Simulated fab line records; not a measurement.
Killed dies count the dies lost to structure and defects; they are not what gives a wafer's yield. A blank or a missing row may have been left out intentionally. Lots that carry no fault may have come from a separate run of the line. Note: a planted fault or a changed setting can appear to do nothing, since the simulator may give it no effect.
fab line records	flow nand-harc
[record] lots = 24	wafers = 72	last-day = 24
route steps=1159 shown A_CONTACT@843 A_M1@1048 A_BONDPAD@1061
lots that met no fault: from a run of the same line without faults
start-h: start of the lot's first displayed wafer, in hours after the record's first day	wait-h: hours elapsed since this lot's preceding step	" the same as in the row above	L1.1+2: a single row standing in for several wafers	- either no value or no given start	* or withheld: withheld	< > ~ a bound
route shown NAME@n: names a module that has steps shown in the file, with the first one's number in the route	usual: the fault-free wafers' mean and standard deviation	same: alike in all rows	chamber/n: place in a boat	sites: per-site readings	_std_site: the values' standard deviation	_edge_site: inner sites' mean taken away from outer sites' mean	radius-mm: how far each site lies from the wafer's centre	mask NAME#n: copy n	behind: tool/chamber where the wafer was last shaped	hold: the reason the lot was held/the length of the hold in hours/how it ended	device: the transistor (n, p or np) that didn't switch	end of line: tests of these same wafers at the route's end	a step given without rows: its recipe and nothing more	killed: not the wafer's yield, but the dies lost to structure and defects at the first sort	map: a wafer's dies, x killed, . not, _ none there
set.NAME: the setting the step ran with; set.NAME@STEP: the setting that earlier step ran with	model.NAME: the simulator's own value behind a step, which no gauge read
steps of the route over a sample of lots; a table a step, a row a wafer
services: the hour from which a tool's chamber was out of use, counted from the record's first day as start-h (under 0 if before that day), plus the number of hours and why
[[steps]]
[step NHARC_A_CONTACT_DEP_29]
[recipe] target-thk-a = 700	target-thk-nm = 70	temp-c = 400	pressure-torr = 3.5	flow-sccm = 200	rf-w = 350	material = SiON
[usual] heater-power-w = 743/81
lot.wafer	tool	chamber	start-h	wait-h	heater-power-w
L074.1	pecvd-01	0	361.69	2.0	667
L074.6	"	1	"	"	882
L074.5	"	0	"	"	681
L077.1	pecvd-02	2	374.59	1.9	839
L077.6	"	0	"	"	788
L077.5	"	1	"	"	798
L075.1	pecvd-04	0	374.90	1.9	735
L075.2	"	1	"	"	726
L075.4	"	2	"	"	533
L079.3	pecvd-01	2	378.67	1.2	824
L079.2	"	0	"	"	801
L079.1	"	1	"	"	790
L078.2	pecvd-02	1	379.01	1.5	759
L078.1	"	2	"	"	831
L078.6	"	1	"	"	762
L076.2	pecvd-01	1	382.06	1.8	857
L076.6	"	0	"	"	815
L076.4	"	1	"	"	848
L080.2	pecvd-04	2	405.44	1.6	640
L080.5	"	2	"	"	659
L080.6	"	0	"	"	650
L082.3	pecvd-01	0	415.26	1.1	679
L082.1	"	2	"	"	838
L082.6	"	1	"	"	732
L081.1	pecvd-04	0	418.82	1.9	657
L081.6	"	0	"	"	663
L081.5	"	2	"	"	542
L083.4	pecvd-04	0	421.72	0.9	685
L083.5	"	1	"	"	731
L083.6	"	2	"	"	651
L086.2	pecvd-02	0	427.93	1.5	810
L086.5	"	0	"	"	809
L086.6	"	1	"	"	753
L084.1	pecvd-04	2	428.77	1.9	614
L084.6	"	2	"	"	624
L084.4	"	1	"	"	659
L085.2	pecvd-01	2	436.52	1.5	859
L085.6	"	1	"	"	788
L085.4	"	2	"	"	846
L089.3	pecvd-04	0	457.92	1.2	763
L089.6	"	1	"	"	651
L089.4	"	0	"	"	776
L087.1	pecvd-01	1	459.70	1.9	786
L087.4	"	2	"	"	858
L087.6	"	1	"	"	799
L091.3	pecvd-04	0	463.97	1.1	733
L091.1	"	1	"	"	745
L091.6	"	1	"	"	747
L090.1	pecvd-02	1	466.13	2.1	793
L090.5	"	2	"	"	765
L090.6	"	0	"	"	793
L088.4	pecvd-01	2	469.96	0.9	835
L088.3	"	1	"	"	734
L088.5	"	1	"	"	714
L093.1	pecvd-02	2	473.82	1.9	842
L093.2	"	0	"	"	730
L093.4	"	1	"	"	769
L095.1	pecvd-01	1	475.02	2.1	802
L095.5	"	2	"	"	730
L095.6	"	1	"	"	793
L094.2	pecvd-04	2	480.88	1.5	514
L094.3	"	0	"	"	789
L094.6	"	2	"	"	516
L092.1	pecvd-04	1	495.62	1.9	746
L092.6	"	1	"	"	768
L092.5	"	2	"	"	633
L097.3	pecvd-01	0	501.52	1.2	737
L097.6	"	1	"	"	765
L097.5	"	0	"	"	728
L096.3	pecvd-01	2	502.35	1.3	780
L096.4	"	1	"	"	818
L096.6	"	2	"	"	761
[step NHARC_A_CONTACT_ETCH_120]
[recipe] source-w = withheld	pressure-mtorr = 20	bias-v = 3000	time-s = 94	target-depth-a = 9220	ar-flow-sccm = withheld	c4f8-flow-sccm = withheld	o2-flow-sccm = withheld	chemistry = C4F8/O2/Ar
lot.wafer	tool	chamber	start-h	wait-h	rf-hours-counter-h
L074.1	har-cap-etch-01	0	365.08	0.1	55
L074.6	"	1	"	"	-
L074.5	"	0	"	"	-
L077.1	har-cap-etch-03	0	377.74	0.1	83
L077.6	"	1	"	"	-
L077.5	"	0	"	"	-
L075.1	har-cap-etch-01	0	377.98	0.1	58
L075.2	"	1	"	"	58
L075.4	"	0	"	"	-
L079.1	har-cap-etch-03	0	381.83	0.1	84
L079.2	"	1	"	"	84
L079.3	"	0	"	"	-
L078.1	har-cap-etch-01	1	382.28	0.1	59
L078.2	"	0	"	"	59
L078.6	"	0	"	"	-
L076.2	har-cap-etch-03	1	385.06	0.1	86
L076.4	"	1	"	"	-
L076.6	"	0	"	"	-
L080.2	har-cap-etch-02	0	408.52	0.1	15
L080.6	"	0	"	"	-
L080.5	"	1	"	"	-
L082.1	har-cap-etch-01	0	418.67	0.1	64
L082.3	"	1	"	"	-
L082.6	"	1	"	"	-
L081.1	har-cap-etch-02	1	421.87	0.1	16
L081.6	"	0	"	"	-
L081.5	"	1	"	"	-
L083.4	har-cap-etch-03	0	424.77	0.1	-
L083.6	"	0	"	"	-
L083.5	"	1	"	"	-
L086.2	har-cap-etch-03	0	431.04	0.1	92
L086.5	"	0	"	"	-
L086.6	"	1	"	"	-
L084.1	har-cap-etch-02	1	431.88	0.1	19
L084.4	"	0	"	"	-
L084.6	"	0	"	"	-
L085.2	har-cap-etch-01	1	439.52	0.1	69
L085.4	"	1	"	"	-
L085.6	"	1	"	"	-
L089.4	har-cap-etch-01	1	460.85	0.1	-
L089.3	"	0	"	"	-
L089.6	"	0	"	"	-
L087.1	har-cap-etch-02	1	462.90	0.1	22
L087.4	"	1	"	"	-
L087.6	"	1	"	"	-
L091.1	har-cap-etch-03	1	467.08	0.1	97
L091.3	"	0	"	"	-
L091.6	"	1	"	"	-
L090.1	har-cap-etch-01	1	469.22	0.1	73
L090.6	"	0	"	"	-
L090.5	"	1	"	"	-
L088.4	har-cap-etch-01	0	473.09	0.1	-
L088.3	"	1	"	"	-
L088.5	"	1	"	"	-
L093.1	har-cap-etch-01	1	476.79	0.1	75
L093.2	"	0	"	"	75
L093.4	"	0	"	"	-
L095.1	har-cap-etch-02	1	478.23	0.1	26
L095.5	"	1	"	"	-
L095.6	"	0	"	"	-
L094.2	har-cap-etch-03	1	484.07	0.1	102
L094.3	"	0	"	"	-
L094.6	"	0	"	"	-
L092.1	har-cap-etch-01	0	498.59	0.1	80
L092.6	"	0	"	"	-
L092.5	"	1	"	"	-
L097.3	har-cap-etch-02	1	504.61	0.1	-
L097.6	"	1	"	"	-
L097.5	"	0	"	"	-
L096.3	har-cap-etch-01	0	505.47	0.1	-
L096.4	"	1	"	"	-
L096.6	"	1	"	"	-
[step NHARC_A_CONTACT_STRIP_55]
[recipe] o2-flow-sccm = 500	ar-flow-sccm = 0	bias-w = 0	chemistry = O2
[usual] drypump-motor-current-A = 5.8/0.52	oes-product-au = 0.999/0.0074	rf-vpp-V = 57.8/0.9	showerhead-plenum-p-Torr = 3.55/0.15	throttle-valve-pct = 17.036/0.0097
lot.wafer	tool	chamber	start-h	wait-h	drypump-motor-current-A	oes-product-au	rf-hours-counter-h	rf-vpp-V	showerhead-plenum-p-Torr	throttle-valve-pct
L074.1	rie-diel-06	3	-	-	6.6	0.999	25	56.7	3.69	17.035
L074.6	"	1	"	"	5.5	0.983	-	57.8	3.30	17.024
L074.5	"	2	"	"	5.1	1.007	-	56.7	3.69	17.025
L077.1	rie-diel-13	3	-	-	6.4	1.011	41	58.1	3.63	17.036
L077.6	"	1	"	"	6.3	1.001	-	56.1	3.42	17.016
L077.5	"	2	"	"	5.8	1.013	-	59.2	3.54	17.020
L075.1	rie-diel-06	0	-	-	5.3	0.998	25	57.1	3.48	17.044
L075.2	"	1	"	"	5.4	0.983	26	57.9	3.29	17.067
L075.4	"	3	"	"	6.7	0.996	28	58.7	3.68	17.034
L079.2	rie-diel-06	3	-	-	6.6	0.997	28	58.6	3.68	17.047
L079.1	"	1	"	"	5.5	0.989	27	55.4	3.29	17.039
L079.3	"	2	"	"	5.1	0.996	27	59.1	3.69	17.034
L078.2	rie-diel-13	0	-	-	5.9	0.987	41	58.4	3.78	17.036
L078.1	"	1	"	"	6.3	1.005	40	57.1	3.42	17.049
L078.6	"	3	"	"	6.4	1.000	-	57.3	3.63	17.026
L076.4	rie-diel-05	2	-	-	5.6	1.004	13	56.8	3.52	17.036
L076.2	"	1	"	"	5.9	0.996	14	57.2	3.69	17.042
L076.6	"	2	"	"	5.6	1.007	-	58.0	3.52	17.031
L080.2	rie-diel-06	2	-	-	5.0	0.995	32	58.5	3.68	17.024
L080.6	"	2	"	"	5.1	1.003	-	57.9	3.68	17.027
L080.5	"	3	"	"	6.7	0.990	-	58.3	3.68	17.039
L082.1	rie-diel-13	0	-	-	5.9	0.998	52	58.9	3.78	17.052
L082.3	"	3	"	"	6.4	1.000	54	58.7	3.63	17.025
L082.6	"	0	"	"	5.9	0.995	-	59.9	3.78	17.035
L081.1	rie-diel-05	0	-	-	6.1	0.991	29	58.2	3.72	17.043
L081.5	"	1	"	"	5.9	0.993	-	58.9	3.68	17.034
L081.6	"	2	"	"	5.7	1.003	-	58.2	3.51	17.021
L083.4	rie-diel-05	1	-	-	5.9	1.001	30	57.8	3.68	17.036
L083.6	"	0	"	"	6.1	0.983	-	57.5	3.72	17.031
L083.5	"	1	"	"	5.9	1.003	-	58.7	3.68	17.036
L086.2	rie-diel-06	3	-	-	6.6	1.012	1	59.1	3.68	17.047
L086.5	"	3	"	"	6.6	1.002	-	58.5	3.68	17.049
L086.6	"	0	"	"	5.3	1.008	-	57.1	3.48	17.036
L084.1	rie-diel-06	3	-	-	6.6	1.007	2	56.7	3.68	17.024
L084.4	"	0	"	"	5.3	1.004	2	57.2	3.48	17.039
L084.6	"	3	"	"	6.7	1.002	-	57.8	3.68	17.046
L085.4	rie-diel-13	2	-	-	5.8	1.009	54	58.1	3.53	17.047
L085.2	"	3	"	"	6.3	0.994	60	59.6	3.62	17.035
L085.6	"	2	"	"	5.8	0.996	-	58.3	3.53	17.042
L089.4	rie-diel-06	1	-	-	5.4	0.995	7	57.3	3.29	17.022
L089.3	"	0	"	"	5.3	1.002	7	57.0	3.47	17.038
L089.6	"	2	"	"	5.0	1.002	-	58.1	3.68	17.033
L087.4	rie-diel-06	2	-	-	5.0	1.005	7	59.2	3.68	17.041
L087.1	"	3	"	"	6.7	1.000	7	57.4	3.68	17.029
L087.6	"	2	"	"	5.1	1.002	-	58.3	3.68	17.016
L091.1	rie-diel-06	0	-	-	5.3	0.997	7	58.4	3.47	17.024
L091.3	"	1	"	"	5.4	0.994	8	56.7	3.29	17.044
L091.6	"	3	"	"	6.6	1.004	-	59.1	3.68	17.039
L090.1	rie-diel-06	2	-	-	5.0	0.998	9	57.7	3.68	17.026
L090.6	"	0	"	"	5.3	1.002	-	59.1	3.47	17.034
L090.5	"	1	"	"	5.4	1.004	-	58.7	3.29	17.029
L088.4	rie-diel-06	0	-	-	5.3	1.000	9	57.7	3.47	17.047
L088.3	"	1	"	"	5.4	1.002	10	57.9	3.29	17.049
L088.5	"	0	"	"	5.3	1.012	-	59.9	3.47	17.032
L093.2	rie-diel-13	2	-	-	5.8	0.998	7	56.8	3.53	17.033
L093.1	"	3	"	"	6.4	0.999	7	59.6	3.61	17.026
L093.4	"	1	"	"	6.3	0.986	6	58.2	3.41	17.023
L095.1	rie-diel-06	2	-	-	5.0	1.016	12	58.0	3.68	17.035
L095.5	"	0	"	"	5.3	0.997	-	57.5	3.47	17.028
L095.6	"	2	"	"	5.0	1.006	-	59.9	3.68	17.035
L094.2	rie-diel-13	3	-	-	6.4	0.991	11	57.1	3.61	17.030
L094.3	"	1	"	"	6.2	0.995	9	58.2	3.41	17.031
L094.6	"	2	"	"	5.7	0.984	-	58.7	3.52	17.040
L092.1	rie-diel-06	0	-	-	5.3	0.993	15	58.4	3.47	17.051
L092.6	"	3	"	"	6.7	1.006	-	59.6	3.67	17.036
L092.5	"	0	"	"	5.3	1.008	-	56.3	3.47	17.038
L097.3	rie-diel-13	2	-	-	5.8	0.998	17	57.2	3.52	17.040
L097.6	"	0	"	"	5.8	0.985	-	58.8	3.76	17.042
L097.5	"	1	"	"	6.3	0.988	-	55.8	3.40	17.037
L096.3	rie-diel-13	1	-	-	6.3	1.005	16	58.2	3.40	17.059
L096.4	"	2	"	"	5.8	0.997	17	57.9	3.52	17.036
L096.6	"	2	"	"	5.8	1.004	-	57.5	3.52	17.036
[step NHARC_A_CONTACT_ETCH_132]
[recipe] source-w = withheld	pressure-mtorr = 20	bias-v = 1200	time-s = 156	target-depth-a = 9580	ar-flow-sccm = withheld	c4f8-flow-sccm = withheld	o2-flow-sccm = withheld	chemistry = C4F8/O2/Ar
lot.wafer	tool	chamber	start-h	wait-h	rf-hours-counter-h
L074.1	har-cap-etch-01	0	372.33	0.1	57
L074.5	"	1	"	"	-
L074.6	"	0	"	"	-
L077.1	har-cap-etch-01	0	385.56	0.1	60
L077.5	"	1	"	"	-
L077.6	"	0	"	"	-
L075.1	har-cap-etch-02	0	386.16	0.1	12
L075.2	"	1	"	"	12
L075.4	"	1	"	"	-
L079.2	har-cap-etch-03	0	389.09	0.1	87
L079.1	"	1	"	"	87
L079.3	"	0	"	"	-
L078.1	har-cap-etch-01	1	389.74	0.1	62
L078.2	"	0	"	"	62
L078.6	"	1	"	"	-
L076.2	har-cap-etch-02	0	392.05	0.1	13
L076.4	"	0	"	"	-
L076.6	"	0	"	"	-
L080.2	har-cap-etch-03	0	418.05	0.1	90
L080.5	"	0	"	"	-
L080.6	"	1	"	"	-
L082.1	har-cap-etch-02	0	426.86	0.1	17
L082.3	"	1	"	"	-
L082.6	"	0	"	"	-
L081.1	har-cap-etch-01	1	429.81	0.1	66
L081.6	"	0	"	"	-
L081.5	"	1	"	"	-
L083.4	har-cap-etch-01	1	434.11	0.1	-
L083.5	"	1	"	"	-
L083.6	"	0	"	"	-
L086.2	har-cap-etch-03	0	442.99	0.1	94
L086.6	"	1	"	"	-
L086.5	"	0	"	"	-
L084.1	har-cap-etch-02	1	443.98	0.1	21
L084.4	"	1	"	"	-
L084.6	"	1	"	"	-
L085.2	har-cap-etch-03	0	446.63	0.1	96
L085.4	"	1	"	"	-
L085.6	"	1	"	"	-
L089.4	har-cap-etch-02	1	471.16	0.1	-
L089.3	"	0	"	"	-
L089.6	"	1	"	"	-
L087.1	har-cap-etch-03	1	471.37	0.1	99
L087.4	"	0	"	"	-
L087.6	"	0	"	"	-
L091.1	har-cap-etch-02	0	474.82	0.1	25
L091.3	"	1	"	"	-
L091.6	"	0	"	"	-
L090.1	har-cap-etch-03	0	476.57	0.1	100
L090.6	"	0	"	"	-
L090.5	"	1	"	"	-
L088.3	har-cap-etch-02	1	481.83	0.1	-
L088.4	"	0	"	"	-
L088.5	"	0	"	"	-
L093.1	har-cap-etch-02	1	486.84	0.1	29
L093.2	"	0	"	"	29
L093.4	"	0	"	"	-
L095.1	har-cap-etch-03	1	489.02	0.1	104
L095.5	"	1	"	"	-
L095.6	"	0	"	"	-
L094.2	har-cap-etch-01	0	494.65	0.1	79
L094.3	"	1	"	"	-
L094.6	"	1	"	"	-
L092.1	har-cap-etch-03	1	506.45	0.1	106
L092.5	"	0	"	"	-
L092.6	"	1	"	"	-
L097.3	har-cap-etch-03	0	511.70	0.1	-
L097.5	"	1	"	"	-
L097.6	"	0	"	"	-
L096.4	har-cap-etch-02	1	513.64	0.1	-
L096.3	"	0	"	"	-
L096.6	"	1	"	"	-
[step NHARC_A_M1_PVD_20]
[recipe] target-thk-a = 50	bias-v = 168.6	power-w = 15000	chamber-pressure-pa = 0.12	time-s = 8.06	substrate-temp-c = 50	material = TaN
[usual] cathode-dc-power-W = 15000/2.6	throttle-valve-pct = 30.3/1.1
lot.wafer	tool	chamber	start-h	wait-h	cathode-dc-power-W	throttle-valve-pct
L074.1	pvd-sputter-01	-	-	-	14999	31.0
L074.5	"	-	"	"	15000	31.6
L074.6	"	-	"	"	14998	29.8
L077.1	pvd-sputter-01	-	-	-	14995	30.9
L077.6	"	-	"	"	15004	29.8
L077.5	"	-	"	"	15003	30.7
L075.4	pvd-sputter-03	-	-	-	15000	29.8
L075.2	"	-	"	"	14997	30.5
L075.1	"	-	"	"	15000	28.9
L079.2	pvd-sputter-01	-	-	-	15003	30.8
L079.3	"	-	"	"	14998	31.7
L079.1	"	-	"	"	15007	29.6
L078.1	pvd-sputter-02	-	-	-	15003	28.0
L078.2	"	-	"	"	14995	30.6
L078.6	"	-	"	"	15003	30.1
L076.2	pvd-sputter-02	-	-	-	15000	29.7
L076.4	"	-	"	"	15002	29.7
L076.6	"	-	"	"	14999	29.8
L080.2	pvd-sputter-03	-	-	-	14995	28.5
L080.6	"	-	"	"	14994	30.4
L080.5	"	-	"	"	14995	28.9
L082.3	pvd-sputter-01	-	-	-	15004	31.9
L082.1	"	-	"	"	15001	31.1
L082.6	"	-	"	"	15001	29.8
L081.1	pvd-sputter-02	-	-	-	15005	30.0
L081.5	"	-	"	"	14998	29.7
L081.6	"	-	"	"	15005	30.5
L083.4	pvd-sputter-01	-	-	-	14998	30.9
L083.6	"	-	"	"	14998	30.8
L083.5	"	-	"	"	14998	31.3
L086.2	pvd-sputter-03	-	-	-	14999	30.3
L086.6	"	-	"	"	15002	28.9
L086.5	"	-	"	"	15001	30.3
L084.1	pvd-sputter-01	-	-	-	15002	29.9
L084.4	"	-	"	"	15002	30.9
L084.6	"	-	"	"	14995	30.7
L085.2	pvd-sputter-02	-	-	-	14998	30.1
L085.4	"	-	"	"	15000	27.9
L085.6	"	-	"	"	15003	29.4
L089.3	pvd-sputter-03	-	-	-	15001	30.9
L089.4	"	-	"	"	14999	31.7
L089.6	"	-	"	"	15000	28.9
L087.1	pvd-sputter-01	-	-	-	15001	31.4
L087.4	"	-	"	"	15002	31.9
L087.6	"	-	"	"	15001	31.3
L091.1	pvd-sputter-02	-	-	-	15001	30.8
L091.3	"	-	"	"	15001	30.0
L091.6	"	-	"	"	14998	30.8
L090.1	pvd-sputter-01	-	-	-	15002	31.0
L090.5	"	-	"	"	15004	31.0
L090.6	"	-	"	"	14997	31.2
L088.3	pvd-sputter-02	-	-	-	15004	27.6
L088.4	"	-	"	"	15000	29.9
L088.5	"	-	"	"	15002	30.0
L095.1	pvd-sputter-02	-	-	-	14999	29.9
L095.5	"	-	"	"	15001	28.1
L095.6	"	-	"	"	15002	29.9
L093.2	pvd-sputter-03	-	-	-	15003	30.5
L093.4	"	-	"	"	14998	31.6
L093.1	"	-	"	"	15000	28.9
L094.2	pvd-sputter-02	-	-	-	15003	30.1
L094.3	"	-	"	"	15000	28.0
L094.6	"	-	"	"	15001	31.0
L092.1	pvd-sputter-03	-	-	-	15001	31.3
L092.6	"	-	"	"	15002	29.1
L092.5	"	-	"	"	15003	30.7
L097.3	pvd-sputter-03	-	-	-	15001	30.7
L097.6	"	-	"	"	15001	31.4
L097.5	"	-	"	"	15004	30.9
L096.4	pvd-sputter-01	-	-	-	15002	32.1
L096.3	"	-	"	"	14995	28.8
L096.6	"	-	"	"	14997	32.2
[step NHARC_A_BONDPAD_THK_MEAS_30]
[recipe] thk-meas-gauge = ellipsometry
[usual] thk-nm = 200.2/1.4
lot.wafer	tool	chamber	start-h	wait-h	thk-nm
L074.1	film-metro-01	-	401.89	0.2	198.5
L074.5	"	-	"	"	198.8
L074.6	"	-	"	"	202.1
L077.1	film-metro-01	-	411.59	0.2	201.3
L077.5	"	-	"	"	198.7
L077.6	"	-	"	"	199.3
L075.1	film-metro-02	-	412.71	0.2	199.0
L075.2	"	-	"	"	200.6
L075.4	"	-	"	"	197.8
L079.1	film-metro-01	-	413.94	0.1	201.9
L079.2	"	-	"	"	200.2
L079.3	"	-	"	"	200.1
L078.1	film-metro-01	-	417.03	0.2	200.3
L078.2	"	-	"	"	201.0
L078.6	"	-	"	"	202.8
L076.2	film-metro-01	-	419.14	0.2	198.8
L076.4	"	-	"	"	201.6
L076.6	"	-	"	"	199.4
L080.2	film-metro-02	-	441.65	0.2	199.5
L080.5	"	-	"	"	200.2
L080.6	"	-	"	"	200.1
L082.1	film-metro-01	-	451.52	0.2	203.1
L082.3	"	-	"	"	201.5
L082.6	"	-	"	"	200.8
L081.1	film-metro-02	-	454.74	0.2	201.8
L081.5	"	-	"	"	197.9
L081.6	"	-	"	"	199.1
L083.4	film-metro-01	-	464.61	0.2	202.1
L083.5	"	-	"	"	202.7
L083.6	"	-	"	"	198.7
L086.2	film-metro-01	-	471.48	0.2	198.9
L086.5	"	-	"	"	201.2
L086.6	"	-	"	"	202.1
L084.1	film-metro-01	-	474.72	0.2	200.0
L084.4	"	-	"	"	200.4
L084.6	"	-	"	"	199.1
L085.2	film-metro-01	-	475.35	0.2	199.4
L085.4	"	-	"	"	201.7
L085.6	"	-	"	"	199.1
L089.3	film-metro-01	-	500.72	0.2	201.8
L089.4	"	-	"	"	201.8
L089.6	"	-	"	"	201.2
L087.1	film-metro-01	-	501.36	0.2	198.3
L087.4	"	-	"	"	199.7
L087.6	"	-	"	"	200.1
L091.1	film-metro-02	-	502.71	0.2	201.1
L091.3	"	-	"	"	203.1
L091.6	"	-	"	"	199.5
L090.1	film-metro-02	-	507.88	0.2	201.3
L090.5	"	-	"	"	200.5
L090.6	"	-	"	"	201.3
L088.3	film-metro-01	-	508.20	0.2	200.3
L088.4	"	-	"	"	201.6
L088.5	"	-	"	"	203.9
L095.1	film-metro-02	-	517.67	0.2	202.3
L095.5	"	-	"	"	200.3
L095.6	"	-	"	"	200.9
L093.1	film-metro-01	-	518.27	0.1	198.5
L093.2	"	-	"	"	199.4
L093.4	"	-	"	"	201.0
L094.2	film-metro-01	-	518.40	0.2	201.5
L094.3	"	-	"	"	200.5
L094.6	"	-	"	"	199.8
L092.1	film-metro-02	-	529.03	0.2	199.5
L092.5	"	-	"	"	199.0
L092.6	"	-	"	"	199.6
L097.3	film-metro-01	-	536.00	0.2	200.0
L097.5	"	-	"	"	197.1
L097.6	"	-	"	"	199.6
L096.3	film-metro-01	-	543.76	0.2	200.1
L096.4	"	-	"	"	200.8
L096.6	"	-	"	"	199.1
[[services]]
tool	chamber	start-h	hours	kind
rie-diel-05	-	341.54	9.0	pm
rie-diel-06	0	348.22	-	clean
rie-diel-06	1	348.22	-	clean
rie-diel-06	2	348.22	-	clean
pvd-sputter-01	-	359.55	0.5	repair
pvd-sputter-03	-	363.58	2.4	repair
rie-diel-05	2	373.55	2.0	repair
pecvd-04	-	376.80	13.0	pm
pecvd-04	-	391.06	0.7	repair
pvd-sputter-02	-	392.00	10.0	pm
pvd-sputter-03	-	397.46	2.7	repair
rie-diel-06	-	418.20	9.0	pm
pecvd-01	-	418.57	13.0	pm
pvd-sputter-03	-	439.51	8.0	repair
pecvd-01	0	451.17	19.6	repair
rie-diel-13	-	453.14	9.0	pm
pvd-sputter-02	-	453.76	7.9	repair
pvd-sputter-03	-	458.00	10.0	pm
rie-diel-06	3	475.93	7.0	repair
rie-diel-05	2	479.22	14.6	repair
pecvd-02	-	511.29	5.7	repair
pvd-sputter-01	-	514.04	10.0	pm
pecvd-02	-	516.99	13.0	pm
rie-diel-06	3	539.82	2.7	repair
[[key]]
fault none
